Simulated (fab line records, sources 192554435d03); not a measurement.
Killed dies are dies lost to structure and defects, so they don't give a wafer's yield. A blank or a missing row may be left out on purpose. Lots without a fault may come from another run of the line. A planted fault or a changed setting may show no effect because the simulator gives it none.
Chamber matching | flow n5_finfet | N5_BEOL_M6_DESCUM_33 on rie_diel-02: 4 sister chambers
The step chemistry O2, time 7 s. 14 wafers are shown with their chamber, then 7 later ones without.

WAFERS WITH THEIR CHAMBER
wafer  | chamber | drypump_motor_current_A (A) | showerhead_plenum_p_Torr (Torr) | oes_product_au (a.u.)
L079.1 | 0       | 5.5                         | 2.23                            | 0.88
L079.2 | 1       | 6.3                         | 2.02                            | 0.77
L079.4 | 2       | 5.8                         | 2.14                            | 0.89
L084.1 | 3       | 6.1                         | 2.03                            | 0.92
L084.2 | 1       | 6.4                         | 2.02                            | 0.76
L084.3 | 2       | 5.8                         | 2.13                            | 0.86
L087.1 | 3       | 6.1                         | 2.03                            | 0.90
L087.2 | 2       | 5.8                         | 2.13                            | 0.85
L087.5 | 2       | 5.8                         | 2.13                            | 0.85
L088.3 | 3       | 6.1                         | 2.03                            | 0.91
L088.4 | 0       | 5.5                         | 2.22                            | 0.85
L088.6 | 1       | 6.3                         | 2.01                            | 0.75
L089.1 | 0       | 5.5                         | 2.22                            | 0.84
L089.3 | 2       | 5.8                         | 2.13                            | 0.84

SIGNATURES (means of the wafers above)
reading                  | chamber 0 | chamber 1 | chamber 2 | chamber 3 | scatter within a chamber
drypump_motor_current_A  | 5.500     | 6.333     | 5.800     | 6.100     | 0.0258
showerhead_plenum_p_Torr | 2.2233    | 2.0167    | 2.1320    | 2.0300    | 0.00462
oes_product_au           | 0.8567    | 0.7600    | 0.8580    | 0.9100    | 0.0166
Rule: a wafer's distance from a chamber is the root of the sum, over the readings, of the square of ((its reading less the chamber's mean) divided by the reading's scatter). The wafer belongs to the nearest chamber; if the next one is less than 2 further off, it can't be placed. The scatter: the root of (the sum of the squares of (reading less its chamber's mean) over the shown wafers, divided by (wafers less chambers)).

WAFERS WITHOUT THEIR CHAMBER
wafer  | drypump_motor_current_A (A) | showerhead_plenum_p_Torr (Torr) | oes_product_au (a.u.)
L089.4 | 6.1                         | 2.03                            | 0.90
L093.1 | 5.8                         | 2.12                            | 0.83
L093.3 | 6.1                         | 2.03                            | 0.87
L093.4 | 5.5                         | 2.22                            | 0.83
L097.2 | 5.6                         | 2.21                            | 0.82
L097.4 | 6.3                         | 2.01                            | 0.73
L097.5 | 5.8                         | 2.12                            | 0.81

WHICH CHAMBER EACH WENT THROUGH
wafer  | from the rows above | in truth
L089.4 | 3                   | 3
L093.1 | 2                   | 2
L093.3 | 3                   | 3
L093.4 | 0                   | 0
L097.2 | 0                   | 0
L097.4 | 1                   | 1
L097.5 | 2                   | 2
Placed correctly: 7 of 7. Can't be placed from these rows: 0. Placed wrongly: 0.
